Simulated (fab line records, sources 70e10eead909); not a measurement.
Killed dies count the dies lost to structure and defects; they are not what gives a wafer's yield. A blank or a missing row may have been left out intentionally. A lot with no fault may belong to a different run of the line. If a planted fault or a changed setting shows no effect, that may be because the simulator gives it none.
Matching of chambers / flow nand_harc / NHARC_A_CONTACT_DEP_24 on pecvd-03: 3 sister chambers
The step deposits SiO2, target thk 500 nm. 3 wafers are shown with their chamber, then 10 later ones without.

WAFERS WITH THEIR CHAMBER
wafer=L083.3; chamber=1; throttle_valve_pct (%)=15.7
wafer=L088.4; chamber=0; throttle_valve_pct (%)=15.3
wafer=L088.5; chamber=2; throttle_valve_pct (%)=17.2

WAFERS WITHOUT THEIR CHAMBER
wafer=L088.6; throttle_valve_pct (%)=16.1
wafer=L090.2; throttle_valve_pct (%)=17.0
wafer=L090.3; throttle_valve_pct (%)=16.0
wafer=L090.6; throttle_valve_pct (%)=15.4
wafer=L091.1; throttle_valve_pct (%)=16.1
wafer=L091.4; throttle_valve_pct (%)=15.2
wafer=L091.5; throttle_valve_pct (%)=17.1
wafer=L095.1; throttle_valve_pct (%)=15.2
wafer=L095.4; throttle_valve_pct (%)=16.1
wafer=L095.6; throttle_valve_pct (%)=17.1

WHICH CHAMBER EACH ONE RAN IN
wafer=L088.6; from the rows above=can't be placed: 1 or 0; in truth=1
wafer=L090.2; from the rows above=2; in truth=2
wafer=L090.3; from the rows above=can't be placed: 1 or 0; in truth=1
wafer=L090.6; from the rows above=can't be placed: 0 or 1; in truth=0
wafer=L091.1; from the rows above=can't be placed: 1 or 0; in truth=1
wafer=L091.4; from the rows above=can't be placed: 0 or 1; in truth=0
wafer=L091.5; from the rows above=2; in truth=2
wafer=L095.1; from the rows above=can't be placed: 0 or 1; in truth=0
wafer=L095.4; from the rows above=can't be placed: 1 or 0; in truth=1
wafer=L095.6; from the rows above=2; in truth=2
Correctly placed: 3 of 10. Cannot be placed on the basis of these rows: 7; the candidates contain the true chamber in 7. Wrongly placed: 0.
How it was worked out, from the rows above alone: a wafer's distance from a chamber is the root of the sum, over the readings, of the square of ((its reading less the chamber's mean) divided by the reading's scatter). If the next closest chamber is less than 2 further off than the closest, the wafer can't be placed; otherwise it belongs to the closest. The mean given for a chamber averages the wafers shown for that chamber. The scatter: with one shown wafer a chamber, the root of the mean of the squares of how far each hidden wafer lies from its nearest shown one.
